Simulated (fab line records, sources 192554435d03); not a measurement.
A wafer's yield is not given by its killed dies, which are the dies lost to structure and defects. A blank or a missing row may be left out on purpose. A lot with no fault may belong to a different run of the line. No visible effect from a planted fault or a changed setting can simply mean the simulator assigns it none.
Chamber matching + flow n5-finfet + N5_FIN_SAQP_HM_DEP_03 on pecvd-03: 3 sister chambers
The step deposits SiNx from SiH4/NH3/N2, target thk 38 nm, time 33.6 s. 3 wafers are shown with their chamber, then 9 later ones without.

## EACH WAFER AND ITS CHAMBER
| wafer  | chamber | showerhead-plenum-p-Torr (Torr) |
|--------|---------|---------------------------------|
| L086.5 | 0       | 5.09                            |
| L087.2 | 1       | 5.16                            |
| L087.4 | 2       | 5.17                            |

## WAFERS MISSING THEIR CHAMBER
| wafer  | showerhead-plenum-p-Torr (Torr) |
|--------|---------------------------------|
| L090.1 | 5.14                            |
| L090.2 | 5.10                            |
| L090.4 | 5.09                            |
| L093.1 | 5.15                            |
| L093.2 | 5.09                            |
| L093.3 | 5.17                            |
| L093.4 | 5.14                            |
| L093.5 | 5.09                            |
| L093.6 | 5.17                            |

## EACH ONE'S CHAMBER
| wafer  | from the rows above     | in truth |
|--------|-------------------------|----------|
| L090.1 | can't be placed: 1 or 2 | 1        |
| L090.2 | 0                       | 0        |
| L090.4 | 0                       | 0        |
| L093.1 | can't be placed: 1 or 2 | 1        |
| L093.2 | 0                       | 0        |
| L093.3 | can't be placed: 2 or 1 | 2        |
| L093.4 | can't be placed: 1 or 2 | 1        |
| L093.5 | 0                       | 0        |
| L093.6 | can't be placed: 2 or 1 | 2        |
Placed correctly: 4 of 9. Unplaceable from these rows: 5, with the true chamber sitting among the candidates in 5. Number placed wrongly: 0.
How it was worked out, from the rows above alone: a wafer's distance from a chamber is the root of the sum, over the readings, of the square of ((its reading less the chamber's mean) divided by the reading's scatter). If the next closest chamber is less than 2 further off than the closest, the wafer can't be placed; otherwise it belongs to the closest. A chamber's mean is the mean of its shown wafers. The scatter (one wafer shown for each chamber): square how far every hidden wafer sits from the nearest shown wafer, average those squares and take the square root.
